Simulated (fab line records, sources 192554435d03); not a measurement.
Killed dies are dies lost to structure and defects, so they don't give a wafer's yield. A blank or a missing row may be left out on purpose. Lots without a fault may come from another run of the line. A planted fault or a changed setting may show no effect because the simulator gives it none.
A struck lot beside a sound one | flow n5_finfet | 15 steps out of a route of 1938
Sound: wafers L120.2, L120.3, L120.6. Struck: wafers L115.2, L115.3, L115.4. The cause comes at the end.
At each step with rows: each side's tool, then ch and its chambers, then its first start. Under that, the readings that differ: sound wafers | struck wafers | difference of the means | sigmas: that difference in standard deviations of wafers without a fault.
alike: readings whose means differ by less than 2 such deviations, and words and numbers that are the same on both sides. not compared: withheld readings, readings that some wafer has no value for, bounds like >300 that may hide the same value, and numbers for which the record gives no deviation and whose values overlap.
The two part at a step that has a row with sigmas, a row that says differs or no value, or rows on one side only. Numbers that don't overlap but have no deviation are shown without sigmas and don't part them. A reading that every wafer of one side lacks parts them only if that side has two wafers or more.

first, 6 steps without rows for these wafers: N5_PASSIVATION_EBR_26; N5_PASSIVATION_SOFTBAKE_25 (time 90 s); N5_PASSIVATION_EXPOSE_27 (exposes mask PAD, defocus 0 nm); N5_PASSIVATION_PEB_28; N5_PASSIVATION_DEVELOP_29 (develop time 60 s); N5_PASSIVATION_HARDBAKE_31 (time 120 s).
N5_PASSIVATION_CD_MEAS_30: target cd 4000 nm.
  sound on cd_sem-03 ch 0, day 14 14:36; struck on cd_sem-01 ch 0, day 12 16:55
  alike: cd_nm
N5_PASSIVATION_OVL_MEAS_63:
  sound on overlay-01 ch 0, day 14 14:38; struck on overlay-02 ch 0, day 12 16:57
  alike: PAD_OVL
N5_PASSIVATION_INSPECT_64: inspects for defects (macro).
  sound on defect_inspect-01, day 14 14:40; struck on defect_inspect-01, day 12 16:58
  alike: raw_defect_count
N5_PASSIVATION_DESCUM_32: chemistry O2, time 7.9 s.
  sound on rie_diel-06 ch 1,2,3, day 14 14:41; struck on rie_diel-02 ch 0,3, day 12 17:00
  alike: bias_power_w, drypump_motor_current_A, oes_product_au, rf_vpp_V, showerhead_plenum_p_Torr, throttle_valve_pct
  not compared: rf_hours_counter_h
N5_PASSIVATION_AL_ETCH_33: etches Al in Cl2/BCl3, stops on TaN, target depth 2800 nm, time 466.7 s.
  sound on rie_metal-01 ch 0,1, day 14 14:47; struck on rie_metal-03 ch 0,1, day 12 17:05
  alike: drypump_motor_current_A, oes_product_au, throttle_valve_pct
  not compared: rf_hours_counter_h
N5_PASSIVATION_ETCH_59: etches TaN in Cl2/BCl3, target depth 65 nm, time 34.9 s.
  sound on rie_metal-01 ch 0,1, day 14 15:19; struck on rie_metal-03 ch 0,1, day 12 17:29
  alike: drypump_motor_current_A, oes_product_au, throttle_valve_pct
  not compared: rf_hours_counter_h
N5_PASSIVATION_STRIP_34: strips in O2.
  sound on rie_diel-02 ch 0,2, day 14 15:28; struck on rie_diel-02 ch 0,3, day 12 17:40
  no value came back on the struck wafers for any of 7 readings (bias_power_w (W), chamber_pressure_mTorr (mTorr) and others); on the sound wafers bias_power_w (W) reads 0 0 0
  not compared: rf_hours_counter_h
then, 1 step without rows for these wafers: N5_PASSIVATION_STRIP_51 (strips in post etch residue remover, time 1200 s).
N5_PASSIVATION_PROBE_49:
  sound on prober-02, day 14 20:44; struck on prober-01, day 12 22:04
  alike: defect_limited_yield, killed_at_M0_to_M3, killed_at_M4_up, killed_at_contacts, killed_at_front_end, killed_at_other, killed_dies, killed_open, killed_short, sort_bin_4_leakage, sort_bin_5_function, sort_bin_6_memory, sort_bin_8_speed, sort_n_pass, sort_yield_pct

WHERE THEY PART
Only at N5_PASSIVATION_STRIP_34, within this record. Later steps at which nothing parts them and some readings are alike: N5_PASSIVATION_PROBE_49.

WHY: what the simulator had put in
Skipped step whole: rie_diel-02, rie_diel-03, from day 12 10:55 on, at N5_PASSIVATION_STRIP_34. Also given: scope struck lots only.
